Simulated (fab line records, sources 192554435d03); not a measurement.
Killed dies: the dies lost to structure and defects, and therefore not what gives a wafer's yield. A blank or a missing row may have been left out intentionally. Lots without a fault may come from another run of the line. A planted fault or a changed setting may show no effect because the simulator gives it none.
Matching of chambers | flow n5 finfet | rie diel-05 running N5_MOL_CONTACT_COAG_ETCHBACK_134: 4 sister chambers
The step etches SiO2 in CHF3, target depth 10 nm, time 6.7 s. 8 wafers are shown with their chamber, then 10 later ones without.

## WAFERS PAIRED WITH THEIR CHAMBERS
wafer  | chamber | showerhead plenum p Torr (Torr) | rf vpp V (V)
L084.2 | 1       | 2.24                            | 524
L084.5 | 3       | 2.43                            | 542
L085.3 | 1       | 2.24                            | 526
L085.4 | 3       | 2.43                            | 542
L086.1 | 0       | 2.27                            | 529
L086.4 | 2       | 2.39                            | 520
L089.4 | 2       | 2.38                            | 520
L089.5 | 0       | 2.27                            | 527

## WAFERS WITHOUT THEIR CHAMBER
wafer  | showerhead plenum p Torr (Torr) | rf vpp V (V)
L089.6 | 2.52                            | 535
L093.2 | 2.42                            | 541
L093.4 | 2.52                            | 535
L093.5 | 2.55                            | 536
L095.1 | 2.42                            | 541
L095.3 | 2.52                            | 536
L095.4 | 2.38                            | 519
L096.1 | 2.42                            | 541
L096.3 | 2.38                            | 519
L096.4 | 2.52                            | 535

## CHAMBER TAKEN BY EACH
wafer  | from the rows above | in truth
L089.6 | 3                   | 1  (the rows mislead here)
L093.2 | 3                   | 3
L093.4 | 3                   | 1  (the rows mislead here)
L093.5 | 3                   | 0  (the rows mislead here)
L095.1 | 3                   | 3
L095.3 | 3                   | 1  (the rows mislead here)
L095.4 | 2                   | 2
L096.1 | 3                   | 3
L096.3 | 2                   | 2
L096.4 | 3                   | 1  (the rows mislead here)
Placed correctly: 5 of 10. Number that these rows cannot place: 0. Number placed wrongly: 5.
How it was worked out, from the rows above alone: a wafer's distance from a chamber is the root of the sum, over the readings, of the square of ((its reading less the chamber's mean) divided by the reading's scatter). The wafer belongs to the nearest chamber; if the next one is less than 2 further off, it can't be placed. For every chamber, the mean is computed from those of its wafers that are shown. The scatter: the root of (the sum of the squares of (reading less its chamber's mean) over the shown wafers, divided by (wafers less chambers)).
